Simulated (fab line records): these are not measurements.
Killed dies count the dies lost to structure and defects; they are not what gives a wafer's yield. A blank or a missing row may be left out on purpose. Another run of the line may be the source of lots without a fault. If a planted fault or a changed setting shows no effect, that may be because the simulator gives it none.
Chamber matching ; flow n5_finfet ; uv_cure-02 running N5_BEOL_M9_CURE_71: 3 sister chambers
The step cures SiCOH lowk, time 240 s. 6 wafers are shown with their chamber, then 8 later ones without.

WAFERS, EACH WITH ITS CHAMBER
wafer;chamber;wafer_temp_C_max;lamp_power_pct (%)
L076.3;1;386.3;52.38
L076.4;1;386.5;52.27
L080.3;0;386.0;52.30
L080.5;0;386.1;52.42
L084.5;2;386.5;52.36
L090.3;2;386.3;52.32

WAFERS WITH NO CHAMBER GIVEN
wafer;wafer_temp_C_max;lamp_power_pct (%)
L090.4;386.0;52.29
L090.5;386.5;52.36
L092.2;386.9;52.30
L092.3;386.2;52.33
L092.5;386.4;52.38
L094.1;386.1;52.33
L094.3;386.1;52.30
L094.4;386.2;52.29

WHICH CHAMBER EACH ONE RAN IN
wafer;from the rows above;in truth
L090.4;0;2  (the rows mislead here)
L090.5;can't be placed: 2 or 1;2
L092.2;can't be placed: 1 or 2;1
L092.3;can't be placed: 0 or 1 or 2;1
L092.5;can't be placed: 2 or 1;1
L094.1;can't be placed: 0 or 1 or 2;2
L094.3;can't be placed: 0 or 1 or 2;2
L094.4;can't be placed: 0 or 1 or 2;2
Correctly placed: 0 of 8. These rows do not allow placing 7 (true chamber among the candidates in 7). Wrongly placed: 1.
How it was worked out, from the rows above alone: a wafer's distance from a chamber is the root of the sum, over the readings, of the square of ((its reading less the chamber's mean) divided by the reading's scatter). The wafer belongs to the nearest chamber; if the next one is less than 2 further off, it can't be placed. The mean given for a chamber averages the wafers shown for that chamber. The scatter: the root of (the sum of the squares of (reading less its chamber's mean) over the shown wafers, divided by (wafers less chambers)).
